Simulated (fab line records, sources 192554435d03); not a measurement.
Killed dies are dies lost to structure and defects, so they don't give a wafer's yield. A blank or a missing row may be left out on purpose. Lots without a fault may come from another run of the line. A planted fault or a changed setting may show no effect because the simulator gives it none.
Chamber matching | flow n5_finfet | N5_BEOL_M15_VIA_ETCH_16 on rie_diel-06: 4 sister chambers
The step etches SiO2 in C4F8/O2/Ar, target depth 1792.2 nm. 4 wafers are shown with their chamber, then 7 later ones without.

WAFERS WITH THEIR CHAMBER
wafer  | chamber | rf_vpp_V (V)
L082.6 | 0       | 2243
L083.4 | 2       | 2208
L086.3 | 3       | 2167
L086.4 | 1       | 2171

WAFERS WITHOUT THEIR CHAMBER
wafer  | rf_vpp_V (V)
L086.5 | 2167
L087.1 | 2172
L087.4 | 2207
L087.5 | 2241
L089.1 | 2173
L089.3 | 2207
L089.5 | 2208

WHICH CHAMBER EACH WENT THROUGH
wafer  | from the rows above | in truth
L086.5 | 3                   | 3
L087.1 | 1                   | 1
L087.4 | 2                   | 2
L087.5 | 0                   | 0
L089.1 | 1                   | 1
L089.3 | 2                   | 2
L089.5 | 2                   | 2
Placed correctly: 7 of 7. Can't be placed from these rows: 0. Placed wrongly: 0.
How it was worked out, from the rows above alone: a wafer's distance from a chamber is the root of the sum, over the readings, of the square of ((its reading less the chamber's mean) divided by the reading's scatter). The wafer belongs to the nearest chamber; if the next one is less than 2 further off, it can't be placed. A chamber's mean is the mean of its shown wafers. The scatter: with one shown wafer a chamber, the root of the mean of the squares of how far each hidden wafer lies from its nearest shown one.
